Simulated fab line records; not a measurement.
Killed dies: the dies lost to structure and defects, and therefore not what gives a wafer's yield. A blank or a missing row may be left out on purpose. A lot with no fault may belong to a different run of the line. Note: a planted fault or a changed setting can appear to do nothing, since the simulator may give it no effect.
Split-lot trial -- flow n5_finfet -- on a route of 1938 steps: 7 lots, 21 wafers read

== THE SPLIT ==
At N5_BEOL_M5_COAT_74 (time 60 s, resist thk 5 nm), the setting spin_rpm was moved away from the recipe's 1500 rpm on 7 of the 21 wafers read, by -11.1% to +6.9%. For the rest of the wafers, this setting stayed at what the recipe calls for.

== FROM THE SPLIT TO THE READING: what the file shows between them, 3 steps ==
- N5_BEOL_M5_COAT_22: resist thk 30 nm
- N5_BEOL_M5_EBR_24
- N5_BEOL_M5_DESCUM_33: chemistry O2, time 7 s

== THE READING ==
etch.depth_nm (the simulator's own value, which no gauge read), in nm, at N5_BEOL_M5_ETCH_75 (etches underlayer in N2/H2, target depth 6.5 nm, time 5.2 s). No usual value for it is given in the file. Across the 14 wafers here that went through the recipe, the average is 5.004 nm and the standard deviation 0.014 nm.

wafer,"tool, chamber at the split","spin_rpm as run, rpm",against the recipe,"etch.depth_nm, nm",against lot-mates on the recipe
L076.2,"litho_track-02, 0",1500,recipe,4.979,-
L076.3,"litho_track-02, 0",1446,-3.6%,5.085,+0.103
L076.4,"litho_track-02, 0",1500,recipe,4.985,-
L078.2,"litho_track-01, 0",1604,+6.9%,4.828,-0.164
L078.3,"litho_track-01, 0",1500,recipe,4.997,-
L078.5,"litho_track-01, 0",1500,recipe,4.988,-
L079.2,"litho_track-01, 0",1500,recipe,5.003,-
L079.3,"litho_track-01, 0",1500,recipe,5,-
L079.5,"litho_track-01, 0",1500,recipe,5.01,-
L080.4,"litho_track-01, 0",1500,recipe,5.027,-
L080.5,"litho_track-01, 0",1333,-11.1%,5.317,+0.298
L080.6,"litho_track-01, 0",1500,recipe,5.012,-
L093.1,"litho_track-01, 0",1500,recipe,5.012,-
L093.3,"litho_track-01, 0",1500,recipe,5.018,-
L093.6,"litho_track-01, 0",1500,recipe,5.01,-
L094.3,"litho_track-02, 0",1404,-6.4%,5.198,+0.172
L094.4,"litho_track-02, 0",1500,recipe,5.026,-
L094.5,"litho_track-02, 0",1404,-6.4%,5.202,+0.176
L095.2,"litho_track-02, 0",1358,-9.5%,5.23,+0.235
L095.3,"litho_track-02, 0",1358,-9.5%,5.245,+0.250
L095.4,"litho_track-02, 0",1500,recipe,4.995,-

THE FIT
A straight line over all 21 wafers: etch.depth_nm changes by -0.0266 nm for each +1% of spin_rpm; r = -0.99; the points scatter about the line by 0.017 nm.
The same after taking each lot's own level away (the mean of its wafers on the recipe; 21 wafers): -0.0259 nm for each +1%; r = -1.00; scatter 0.0066 nm.
That fit puts the effect of the largest move of spin_rpm on the reading at 0.29 nm.
Across the lots, their own levels run from 4.9820 to 5.0260 nm, a range of 3.1 times the standard deviation given above.
Hence the lot-to-lot level has little effect on the slope; both slopes agree.
Check: for one of the wafers moved furthest among these (-11.1%), held out of the fit, the line's prediction against its lot-mates is +0.288 nm. It came out at +0.298 nm against them.

== FURTHER SPLITS ON THESE WAFERS ==
Other splits were also applied to these wafers ahead of the reading. Each is held against what the fit with the lots' levels taken away leaves over:
other split on the same wafers,wafers away from the commonest value,r with etch.depth_nm (lot level and that fit taken away)
N5_BEOL_M1_TRENCH_ETCH_37 time_s,6,-0.10
N5_BEOL_M3_COAT_76 spin_rpm,10,-0.43
N5_BEOL_M3_ETCH_77 h2_flow_sccm,8,-0.47
N5_BEOL_M3_TRENCH_ETCH_37 source_w,8,-0.26
N5_BEOL_M4_DESCUM_33 time_s,8,-0.12
N5_BEOL_M5_ETCH_72 source_w,7,-0.11

== THE FILE'S OWN FIT ==
etch.depth_nm changes by -0.0261 nm for each +1% of spin_rpm, r = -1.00.
